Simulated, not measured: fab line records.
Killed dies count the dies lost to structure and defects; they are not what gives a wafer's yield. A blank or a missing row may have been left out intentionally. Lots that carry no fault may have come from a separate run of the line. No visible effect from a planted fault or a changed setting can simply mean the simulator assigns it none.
8D (eight disciplines) problem report, filled in by code / flow n5Finfet / the parts of the form that need people (team, actions taken, sign-off) are left out

1. WHAT IS WRONG
M15_THK at N5_BEOL_M15_THK_MEAS_50 reads a mean of 744 nm on 1 wafer of 1 lot; wafers without a fault read 841 nm with a standard deviation of 16. That is -6.1 standard deviations from the usual mean.
The step: measures by xrf.
First observed at day 14 19:43: wafer L678.1, on filmMetro-02. The record holds 29 wafers of 10 lots with a number at this step. Rule for "out" (also "out of limits"): further than 4 standard deviations from the usual mean. All remaining wafers that have a number are taken as sound.

2. WHAT THIS IS AND IS NOT
question=which readings at this step | is=M15_THK | is not=-
question=which lots | is=L678 | is not=L667, L669, L670, L671, L682, L685, L686, L687, L688
question=which wafers of those lots | is=L678.1 | is not=L678.3
question=read on which gauges | is=filmMetro-02 | is not=filmMetro-01
question=when | is=from day 14 19:43 | is not=up to then (13 sound wafers); but 15 sound wafers of L682, L685, L686, L687, L688 came after

3. SUSPECTS, AND WHAT RULES EACH OUT
Counting: any tool at a process step up to the reading remains a suspect provided it ran every lot that is out. Sound lots after the first of them don't rule it out here, since some wafers of a struck lot are sound.
- the gauge at N5_BEOL_M15_THK_MEAS_50: ruled out. All the wafers that are out were read on filmMetro-02, but those of them that N5_BEOL_M15_RS_MEAS_54 has rows for are out there too, on other tools.
- rieDiel-06 at N5_BEOL_M15_TRENCH_ETCH_34 (etches SiO2 in C4F8/O2/Ar, target depth 872.93 nm, time 199 s): kept. L678, the lot that is out, went through it at day 14 15:48; up to then, the latest sound lot through it was L670 at day 12 06:17.
- pvdSputter-03 at N5_BEOL_M15_SPUTTER_44 (material Ta, target thk 15 nm, time 24.19 s): kept. L678, the lot that is out, went through it at day 14 18:41; up to then, the latest sound lot through it was L671 at day 12 08:39.
- rtpAnneal-02 at N5_BEOL_M15_ANNEAL_48 (time 90 s): kept. L678, the lot that is out, went through it at day 14 19:07; up to then, the latest sound lot through it was L670 at day 12 09:23.
- cmp-04 at N5_BEOL_M15_CMP_49 (polishes, stops on SiO2, t overpolish 4.9 s, target thk 850 nm): kept. L678, the lot that is out, went through it at day 14 19:25; up to then, the latest sound lot through it was L671 at day 12 09:40.
- Within rieDiel-06 at N5_BEOL_M15_TRENCH_ETCH_34: the wafers that are out ran in chamber 1; their sound lot-mates ran in chamber 0.
- Within cmp-04 at N5_BEOL_M15_CMP_49: the wafers that are out ran in chamber 3; their sound lot-mates ran in chamber 1.
Left after counting: rieDiel-06 at N5_BEOL_M15_TRENCH_ETCH_34, pvdSputter-03 at N5_BEOL_M15_SPUTTER_44, rtpAnneal-02 at N5_BEOL_M15_ANNEAL_48, cmp-04 at N5_BEOL_M15_CMP_49.

4. THE CAUSE (what the simulator had put in)
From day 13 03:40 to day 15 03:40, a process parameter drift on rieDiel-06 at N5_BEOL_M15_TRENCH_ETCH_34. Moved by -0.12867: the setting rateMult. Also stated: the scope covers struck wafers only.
Of the 4 suspects that counting leaves, this tool is one.

5. THE EFFECT CHAIN, in route order
Rows list readings where the struck wafers' mean (over those with a number) sits beyond 3 standard deviations from the usual. Readings are gone through only where the record gives a usual standard deviation; hours: the median, over the lots, of the time from a lot's start at the first step in this table giving one to that lot's start at this step; sigmas: the change measured in usual standard deviations.
hours=0; step=N5_BEOL_M15_THK_MEAS_50; reading=M15_THK; usual=841 nm; on struck wafers=744; change=-97; sigmas=-6.1
hours=0; step=N5_BEOL_M15_RS_MEAS_54; reading=M15_RS; usual=0.0216 ohm/sq; on struck wafers=0.0245; change=+0.0029; sigmas=+7.4

6. WHAT WOULD HAVE CAUGHT IT SOONER
40 hours passed between the start of the fault at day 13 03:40 and the first reading out of limits at a measuring or inspecting step in this record, taken at day 14 19:43.
Of the tool readings at N5_BEOL_M15_TRENCH_ETCH_34 for which the record gives a usual standard deviation, none was out on any struck wafer, so an alarm limit of 4 standard deviations on them would not have fired.
By day 14 19:43 the whole set of lots that are out, 1 in number, had already begun N5_BEOL_M15_TRENCH_ETCH_34 on rieDiel-06. A hold on the tool at that time would have spared none of them.
